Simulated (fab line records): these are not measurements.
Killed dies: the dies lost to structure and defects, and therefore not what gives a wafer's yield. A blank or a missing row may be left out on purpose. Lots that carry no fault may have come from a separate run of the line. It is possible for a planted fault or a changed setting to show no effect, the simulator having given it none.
fab line records    flow nand_harc
record: lots: 14  wafers: 42  last_day: 33
route steps=1302 shown A_BLC@1136 A_M0@1156 END@1302
lots untouched by any fault: they come from a run of this same line in which no faults occurred
start_h: hours from the record's first day to the start of the lot's first wafer shown    wait_h: hours from the lot's prior step to this one    " same as the row above    L1.1+2: a row that stands for several wafers    - no value, or no start given    * or withheld: withheld    < > ~ a bound
route shown NAME@n: NAME is a module with steps in the file, n the number in the route of the first one    usual: mean/standard deviation taken from wafers without a fault    same: alike in all rows    chamber/n: place in a boat    sites: per-site readings    _std_site: how widely they spread, as a standard deviation    _edge_site: mean of outer sites minus mean of inner sites    radius_mm: for every site, how far away it sits from the centre of the wafer    mask NAME#n: copy n    behind: the tool/chamber that last shaped the wafer    hold: cause of the lot's hold/its duration in hours/its outcome    device: the transistor (n, p or np) that didn't switch    end of line: tests of these same wafers at the route's end    a step given without rows: its recipe and nothing more    killed: dies that structure and defects cost at the first sort, which is not the same as the wafer's yield    map: shows each die of a wafer: x if killed, . if not, _ if none is there
set.NAME: the run value of the setting; set.NAME@STEP: its run value at that earlier step    model.NAME: the simulator's own value behind a step, which no gauge read
one table for each step of the route and one row for each wafer, over a sample of lots
services: the hour from which a tool's chamber was out of use, counted from the record's first day as start_h (under 0 if before that day), plus the number of hours and why
== steps ==
step: NHARC_A_BLC_INSPECT_28
usual: raw_defect_count: 529/110
lot.wafer  tool               chamber  start_h  wait_h  raw_defect_count
L153.2     defect_inspect-02  -        520.46   0.1     310
L153.4     "                  -        "        "       405
L153.6     "                  -        "        "       353
L154.4     defect_inspect-02  -        531.91   0.1     529
L154.5     "                  -        "        "       602
L154.6     "                  -        "        "       491
L152.1     defect_inspect-02  -        533.60   0.1     601
L152.3     "                  -        "        "       482
L152.6     "                  -        "        "       690
L158.4     defect_inspect-01  -        572.85   0.1     380
L158.5     "                  -        "        "       408
L158.6     "                  -        "        "       471
L160.1     defect_inspect-01  -        594.72   0.1     681
L160.4     "                  -        "        "       875
L160.5     "                  -        "        "       384
L159.1     defect_inspect-02  -        601.79   0.1     527
L159.4     "                  -        "        "       422
L159.5     "                  -        "        "       444
L165.1     defect_inspect-01  -        649.01   0.1     559
L165.5     "                  -        "        "       761
L165.6     "                  -        "        "       656
L166.1     defect_inspect-02  -        663.50   0.1     532
L166.3     "                  -        "        "       538
L166.4     "                  -        "        "       488
L169.1     defect_inspect-01  -        695.82   0.1     395
L169.4     "                  -        "        "       612
L169.5     "                  -        "        "       422
L168.2     defect_inspect-02  -        697.48   0.1     530
L168.3     "                  -        "        "       354
L168.6     "                  -        "        "       546
L170.1     defect_inspect-02  -        699.99   0.1     426
L170.2     "                  -        "        "       532
L170.4     "                  -        "        "       534
L174.2     defect_inspect-01  -        738.93   0.1     573
L174.3     "                  -        "        "       623
L174.5     "                  -        "        "       543
L173.3     defect_inspect-01  -        739.91   0.1     665
L173.4     "                  -        "        "       616
L173.5     "                  -        "        "       559
L175.2     defect_inspect-01  -        757.80   0.1     543
L175.3     "                  -        "        "       499
L175.5     "                  -        "        "       543
step: NHARC_A_M0_DEGAS_28
recipe: temp_c: 250  time_s: 60
usual: heater_power_w: 334/29
lot.wafer  tool            chamber  start_h  wait_h  heater_power_w
L153.2     pvd_sputter-03  -        522.46   -       316
L153.4     "               -        "        "       299
L153.6     "               -        "        "       323
L154.4     pvd_sputter-02  -        533.93   -       405
L154.6     "               -        "        "       355
L154.5     "               -        "        "       328
L152.3     pvd_sputter-01  -        535.49   -       348
L152.1     "               -        "        "       330
L152.6     "               -        "        "       374
L158.4     pvd_sputter-01  -        574.88   -       328
L158.5     "               -        "        "       375
L158.6     "               -        "        "       304
L160.1     pvd_sputter-03  -        596.77   -       286
L160.4     "               -        "        "       338
L160.5     "               -        "        "       283
L159.4     pvd_sputter-03  -        603.72   -       336
L159.1     "               -        "        "       303
L159.5     "               -        "        "       291
L165.1     pvd_sputter-02  -        651.03   -       354
L165.5     "               -        "        "       357
L165.6     "               -        "        "       326
L166.4     pvd_sputter-03  -        665.38   -       340
L166.1     "               -        "        "       299
L166.3     "               -        "        "       320
L169.4     pvd_sputter-02  -        697.84   -       384
L169.1     "               -        "        "       356
L169.5     "               -        "        "       384
L168.3     pvd_sputter-03  -        699.63   -       343
L168.2     "               -        "        "       316
L168.6     "               -        "        "       304
L170.1     pvd_sputter-03  -        702.01   -       319
L170.2     "               -        "        "       284
L170.4     "               -        "        "       340
L174.2     pvd_sputter-02  -        741.21   -       382
L174.3     "               -        "        "       364
L174.5     "               -        "        "       356
L173.3     pvd_sputter-03  -        742.12   -       299
L173.4     "               -        "        "       333
L173.5     "               -        "        "       333
L175.2     pvd_sputter-03  -        759.81   -       297
L175.3     "               -        "        "       284
L175.5     "               -        "        "       302
step: NHARC_A_M0_PVD_21
recipe: target_thk_a: 300  chamber_pressure_pa: 5  power_w: 5000  substrate_temp_c: 30  time_s: 20.49  material: Cu
usual: cathode_dc_power_W: 5000.0/0.94  chamber_pressure_pa: 5.000/0.011  throttle_valve_pct: 29.9/1.4
lot.wafer  tool            chamber  start_h  wait_h  cathode_dc_power_W  chamber_pressure_pa  throttle_valve_pct
L153.4     pvd_sputter-03  -        522.71   -       4999.0              4.993                31.8
L153.2     "               -        "        "       4998.9              5.008                30.3
L153.6     "               -        "        "       5001.1              4.987                31.3
L154.4     pvd_sputter-02  -        534.14   -       5000.4              4.979                29.7
L154.5     "               -        "        "       4997.9              5.013                26.9
L154.6     "               -        "        "       5000.7              4.989                29.7
L152.1     pvd_sputter-01  -        535.73   -       4999.1              5.005                30.1
L152.3     "               -        "        "       5000.1              5.004                30.3
L152.6     "               -        "        "       4999.2              5.014                28.8
L158.4     pvd_sputter-01  -        575.08   -       5001.9              4.997                30.1
L158.5     "               -        "        "       5000.8              4.995                30.1
L158.6     "               -        "        "       5000.4              5.011                28.4
L160.4     pvd_sputter-03  -        597.01   -       -                   -                    -
L160.1     "               -        "        "       -                   -                    -
L160.5     "               -        "        "       -                   -                    -
L159.1     pvd_sputter-03  -        603.96   -       -                   -                    -
L159.4     "               -        "        "       -                   -                    -
L159.5     "               -        "        "       -                   -                    -
L165.1     pvd_sputter-02  -        651.25   -       4999.2              4.989                29.9
L165.5     "               -        "        "       5000.3              5.025                30.3
L165.6     "               -        "        "       5000.4              4.997                30.0
L166.4     pvd_sputter-03  -        665.60   -       5001.4              5.010                31.8
L166.3     "               -        "        "       5000.4              4.998                28.6
L166.1     "               -        "        "       4999.8              5.010                32.4
L169.1     pvd_sputter-02  -        698.07   -       5000.3              4.991                30.3
L169.4     "               -        "        "       5000.5              5.000                29.7
L169.5     "               -        "        "       5000.2              4.983                30.3
L168.3     pvd_sputter-03  -        699.92   -       4998.3              4.998                29.9
L168.2     "               -        "        "       4998.6              5.003                31.7
L168.6     "               -        "        "       5000.0              5.008                28.9
L170.4     pvd_sputter-03  -        702.23   -       4999.9              5.005                31.3
L170.2     "               -        "        "       5000.2              4.985                28.9
L170.1     "               -        "        "       5000.9              4.997                30.2
L174.2     pvd_sputter-02  -        741.43   -       4999.5              5.007                30.4
L174.3     "               -        "        "       5000.1              5.008                30.3
L174.5     "               -        "        "       4998.7              5.015                30.5
L173.4     pvd_sputter-03  -        742.34   -       5000.1              5.009                32.4
L173.3     "               -        "        "       4999.9              5.026                32.4
L173.5     "               -        "        "       4999.2              4.979                28.9
L175.3     pvd_sputter-03  -        760.03   -       5000.8              4.992                32.3
L175.2     "               -        "        "       5000.4              5.016                31.9
L175.5     "               -        "        "       4999.9              4.997                29.0
step: NHARC_END_SORT_01
recipe: temp_c: 25
usual: defect_limited_yield: 90/3.1  killed_at_array: 59/20  killed_at_other: 0.8/1.1  killed_at_periphery: 5/3.1  killed_dies: 64/21  killed_open: 3.4/1.9  killed_short: 2.3/1.7
same: gross_dies: 677
lot.wafer  tool       chamber  start_h  wait_h  defect_limited_yield[%]  killed_at_array  killed_at_other  killed_at_periphery  killed_dies  killed_open  killed_short
L160.1     prober-02  0        634.51   2.5     0                        674              0                3                    677          3            2
L160.4     prober-02  0        636.93   3.4     0                        674              0                3                    677          2            1
L160.5     prober-02  0        637.74   3.7     0                        672              1                4                    677          6            2
L159.1     prober-01  0        645.57   2.5     0                        677              0                0                    677          1            2
L159.4     prober-01  0        647.96   3.4     0                        676              0                1                    677          3            1
L159.5     prober-01  0        648.75   3.7     0                        676              0                1                    677          4            0
L165.1     prober-01  0        689.54   2.5     91                       59               0                2                    61           1            2
L165.5     prober-01  0        692.75   3.7     87                       72               0                13                   85           2            6
L165.6     prober-01  0        693.55   4.0     88                       72               0                9                    81           3            3
L169.1     prober-01  0        738.11   2.5     90                       62               0                5                    67           1            1
L169.4     prober-01  0        740.53   3.4     89                       71               0                3                    74           4            0
L169.5     prober-01  0        741.34   3.7     91                       60               0                1                    61           4            3
L168.2     prober-02  0        738.86   2.8     93                       40               0                9                    49           4            1
L168.3     prober-02  0        739.65   3.1     90                       53               0                12                   65           4            1
L168.6     prober-02  0        742.02   4.0     91                       54               0                10                   64           1            2
L174.2     prober-01  0        781.16   2.9     92                       50               1                2                    53           1            1
L174.3     prober-01  0        781.96   3.2     92                       44               0                7                    51           6            3
L174.5     prober-01  0        783.57   3.7     90                       61               0                6                    67           2            1
L173.3     prober-02  0        781.88   3.1     91                       55               2                5                    62           6            1
L173.4     prober-02  0        782.69   3.4     90                       59               4                4                    67           6            0
L173.5     prober-02  0        783.49   3.7     88                       74               1                4                    79           2            7
L175.2     prober-02  0        798.83   2.8     91                       45               3                12                   60           4            7
L175.3     prober-02  0        799.63   3.1     91                       50               1                7                    58           3            2
L175.5     prober-02  0        801.23   3.7     91                       53               1                5                    59           3            0
killed by level:class
L160.1 A_M0:area_pvd=612 A_CHANNEL_HOLE_D1:chamber_film_flake=40 A_CHANNEL_HOLE_D2:chamber_film_flake=9 A_CONTACT:chamber_film_flake=4 A_WL_FILL:chamber_film_flake=3 P_CONTACT:geometric_particle:open=1 A_SOURCE_PLATE:geometric_particle:open=1 A_ONON_D1:geometric_particle:short=1
L160.4 A_M0:area_pvd=613 A_CHANNEL_HOLE_D1:chamber_film_flake=35 A_CHANNEL_HOLE_D2:chamber_film_flake=11 A_CONTACT:chamber_film_flake=7 A_WL_FILL:chamber_film_flake=5 P_GATE:geometric_particle:open=1 A_SOURCE_PLATE:geometric_particle:short=1 A_ONON_D2:geometric_particle:open=1
L160.5 A_M0:area_pvd=614 A_CHANNEL_HOLE_D1:chamber_film_flake=31 A_CHANNEL_HOLE_D2:chamber_film_flake=8 A_CONTACT:chamber_film_flake=8 A_CHANNEL_FILL_D1:geometric_particle:open=2 A_STAIRCASE:chamber_film_flake=2 P_CONTACT:geometric_particle:short=1 P_M0:geometric_particle:open=1
L159.1 A_M0:area_pvd=634 A_CHANNEL_HOLE_D2:chamber_film_flake=32 A_CHANNEL_HOLE_D1:chamber_film_flake=3 A_WL_FILL:chamber_film_flake=2 A_CHANNEL_FILL_D1:geometric_particle:short=1 A_DECK1_JOINT:geometric_particle:short=1 A_CHANNEL_FILL_D2:geometric_particle:open=1 A_STAIRCASE:chamber_film_flake=1
L159.4 A_M0:area_pvd=624 A_CHANNEL_HOLE_D2:chamber_film_flake=37 A_CHANNEL_HOLE_D1:chamber_film_flake=3 A_STAIRCASE:chamber_film_flake=3 A_SLIT:chamber_film_flake=3 A_CHANNEL_FILL_D1:geometric_particle:short=1 A_DECK1_JOINT:geometric_particle:open=1 A_WL_FILL:geometric_particle:open=1
L159.5 A_M0:area_pvd=633 A_CHANNEL_HOLE_D2:chamber_film_flake=29 A_CHANNEL_HOLE_D1:chamber_film_flake=6 A_STAIRCASE:chamber_film_flake=2 A_BONDPAD:chamber_film_flake=2 P_M1:geometric_particle:open=1 A_CHANNEL_FILL_D1:geometric_particle:open=1 A_CHANNEL_HOLE_D2:geometric_particle:open=1
L165.1 A_SLIT:chamber_film_flake=20 A_CHANNEL_HOLE_D2:chamber_film_flake=19 A_CHANNEL_HOLE_D1:chamber_film_flake=4 A_CONTACT:chamber_film_flake=4 A_WL_FILL:geometric_particle:short=2 P_CONTACT:chamber_film_flake=2 A_STAIRCASE:chamber_film_flake=2 A_SGD_CUT:chamber_film_flake=2
L165.5 A_SLIT:chamber_film_flake=26 A_CHANNEL_HOLE_D2:chamber_film_flake=20 P_CONTACT:chamber_film_flake=7 A_CHANNEL_HOLE_D1:chamber_film_flake=7 A_SGD_CUT:chamber_film_flake=6 P_BONDPAD:chamber_film_flake=4 A_CHANNEL_FILL_D1:geometric_particle:short=2 A_STAIRCASE:chamber_film_flake=2
L165.6 A_SLIT:chamber_film_flake=39 A_CHANNEL_HOLE_D2:chamber_film_flake=13 A_CHANNEL_HOLE_D1:chamber_film_flake=6 P_CONTACT:chamber_film_flake=4 A_SGD_CUT:chamber_film_flake=3 P_BONDPAD:chamber_film_flake=2 P_GATE:chamber_film_flake=2 A_STAIRCASE:chamber_film_flake=2
L169.1 A_CHANNEL_HOLE_D1:chamber_film_flake=34 A_STAIRCASE:chamber_film_flake=8 A_SLIT:chamber_film_flake=6 P_STI:chamber_film_flake=4 A_CHANNEL_HOLE_D2:chamber_film_flake=4 A_CONTACT:chamber_film_flake=4 A_CHANNEL_FILL_D2:chamber_film_flake=2 A_ONON_D1:geometric_particle:short=1
L168.2 A_CHANNEL_HOLE_D2:chamber_film_flake=22 A_CONTACT:chamber_film_flake=6 A_CHANNEL_HOLE_D1:chamber_film_flake=4 A_SLIT:chamber_film_flake=4 P_CONTACT:geometric_particle:open=2 P_STI:chamber_film_flake=2 P_GATE:chamber_film_flake=2 P_BONDPAD:chamber_film_flake=2
L168.3 A_CHANNEL_HOLE_D2:chamber_film_flake=20 A_CHANNEL_HOLE_D1:chamber_film_flake=13 A_CONTACT:chamber_film_flake=13 P_CONTACT:geometric_particle:open=4 P_GATE:chamber_film_flake=3 A_SLIT:chamber_film_flake=3 P_STI:chamber_film_flake=2 P_BONDPAD:chamber_film_flake=2
L169.4 A_CHANNEL_HOLE_D1:chamber_film_flake=32 A_STAIRCASE:chamber_film_flake=11 A_CONTACT:chamber_film_flake=10 A_SLIT:chamber_film_flake=8 A_CHANNEL_HOLE_D2:chamber_film_flake=6 A_ONON_D1:geometric_particle:open=2 P_STI:chamber_film_flake=2 P_CONTACT:geometric_particle:open=1
L169.5 A_CHANNEL_HOLE_D1:chamber_film_flake=25 A_STAIRCASE:chamber_film_flake=10 A_CHANNEL_HOLE_D2:chamber_film_flake=8 A_SLIT:chamber_film_flake=4 A_CONTACT:chamber_film_flake=3 A_ONON_D1:geometric_particle:open=2 A_CHANNEL_FILL_D1:geometric_particle:short=1 A_DECK1_JOINT:geometric_particle:short=1
L168.6 A_CHANNEL_HOLE_D2:chamber_film_flake=23 A_CONTACT:chamber_film_flake=10 A_SLIT:chamber_film_flake=9 A_CHANNEL_HOLE_D1:chamber_film_flake=7 P_BONDPAD:chamber_film_flake=4 P_GATE:geometric_particle:short=2 P_ZERO_WELL:chamber_film_flake=2 A_CHANNEL_FILL_D1:chamber_film_flake=2
L174.2 A_SLIT:chamber_film_flake=25 A_CHANNEL_HOLE_D1:chamber_film_flake=10 A_STAIRCASE:chamber_film_flake=8 A_CONTACT:chamber_film_flake=2 A_DECK1_JOINT:geometric_particle:short=1 A_M0:geometric_particle:open=1 P_STI:chamber_film_flake=1 P_GATE:chamber_film_flake=1
L173.3 A_CHANNEL_HOLE_D2:chamber_film_flake=30 A_CHANNEL_HOLE_D1:chamber_film_flake=13 A_CONTACT:chamber_film_flake=5 P_CONTACT:geometric_particle:open=3 A_CONTACT:geometric_particle:open=3 A_SLIT:chamber_film_flake=3 THIN_TSV:chamber_film_flake=2 A_BLC:geometric_particle:short=1
L174.3 A_SLIT:chamber_film_flake=18 A_CHANNEL_HOLE_D1:chamber_film_flake=8 A_STAIRCASE:chamber_film_flake=6 P_STI:chamber_film_flake=5 A_CONTACT:chamber_film_flake=4 P_CONTACT:geometric_particle:open=2 A_WL_FILL:geometric_particle:short=2 A_M0:geometric_particle:open=2
L173.4 A_CHANNEL_HOLE_D2:chamber_film_flake=25 A_CHANNEL_HOLE_D1:chamber_film_flake=18 A_SLIT:chamber_film_flake=6 THIN_TSV:chamber_film_flake=4 A_ONON_D1:geometric_particle:open=2 A_ONON_D2:geometric_particle:open=2 P_ZERO_WELL:chamber_film_flake=2 A_STAIRCASE:chamber_film_flake=2
L173.5 A_CHANNEL_HOLE_D2:chamber_film_flake=27 A_SLIT:chamber_film_flake=20 A_CHANNEL_HOLE_D1:chamber_film_flake=14 A_CONTACT:chamber_film_flake=6 A_ONON_D1:geometric_particle:short=2 A_CHANNEL_FILL_D1:geometric_particle:open=2 A_CHANNEL_FILL_D2:geometric_particle:short=2 P_GATE:chamber_film_flake=2
L174.5 A_SLIT:chamber_film_flake=28 A_CHANNEL_HOLE_D1:chamber_film_flake=16 A_STAIRCASE:chamber_film_flake=8 P_STI:chamber_film_flake=4 A_BLC:chamber_film_flake=3 P_GATE:chamber_film_flake=2 A_CONTACT:chamber_film_flake=2 A_ONON_D1:geometric_particle:open=1
L175.2 A_CHANNEL_HOLE_D2:chamber_film_flake=21 A_SLIT:chamber_film_flake=12 P_GATE:chamber_film_flake=7 A_CONTACT:chamber_film_flake=3 THIN_TSV:chamber_film_flake=3 P_M0:geometric_particle:short=2 A_WL_FILL:geometric_particle:short=2 P_STI:geometric_particle:open=1
L175.3 A_CHANNEL_HOLE_D2:chamber_film_flake=22 A_SLIT:chamber_film_flake=11 A_CONTACT:chamber_film_flake=9 P_GATE:chamber_film_flake=4 A_STAIRCASE:chamber_film_flake=3 P_M0:chamber_film_flake=2 P_CONTACT:geometric_particle:short=1 A_CHANNEL_FILL_D1:geometric_particle:short=1
L175.5 A_CHANNEL_HOLE_D2:chamber_film_flake=28 A_CONTACT:chamber_film_flake=10 A_SLIT:chamber_film_flake=9 P_GATE:chamber_film_flake=3 A_WL_FILL:chamber_film_flake=2 P_CONTACT:geometric_particle:open=1 A_DECK1_JOINT:geometric_particle:open=1 A_CONTACT:geometric_particle:open=1
== services ==
tool            chamber  start_h  hours  kind
pvd_sputter-03  -        526.00   10.0   pm
pvd_sputter-01  -        582.00   10.0   pm
pvd_sputter-02  -        638.03   10.0   pm
pvd_sputter-01  -        645.71   4.6    repair
pvd_sputter-01  -        698.62   2.1    repair
pvd_sputter-02  -        699.18   7.9    repair
pvd_sputter-01  -        703.64   3.8    repair
pvd_sputter-01  -        713.71   1.1    repair
pvd_sputter-03  -        736.97   1.4    repair
pvd_sputter-01  -        760.00   10.0   pm
== key ==
first_sign: step: NHARC_A_M0_PVD_21  reading: tool_record  direction: missing
effect: step: NHARC_END_SORT_01  reading: killed_at_array  direction: up  sigmas: 32  usual: 59  struck: 675
more_kills_born_at: NHARC_A_M0_PVD_21@pvd_sputter-03: 3730
met_at NHARC_A_M0_PVD_21
struck_lots L159,L160
later_rows_left_out L159.1,L159.4,L159.5,L160.1,L160.4,L160.5
not_acting_at NHARC_A_BLC_INSPECT_28,NHARC_A_M0_DEGAS_28
onset_between 522.71 597.01
fault: kind: skipped_step_whole  tool: pvd_sputter-03  chamber: -  onset_h: 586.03  steps: NHARC_A_M0_PVD_21  scope: struck_lots_only
later_rows_left_out: the simulator's readings of these wafers behind a module that went badly wrong aren't trusted and aren't shown, but for the sort
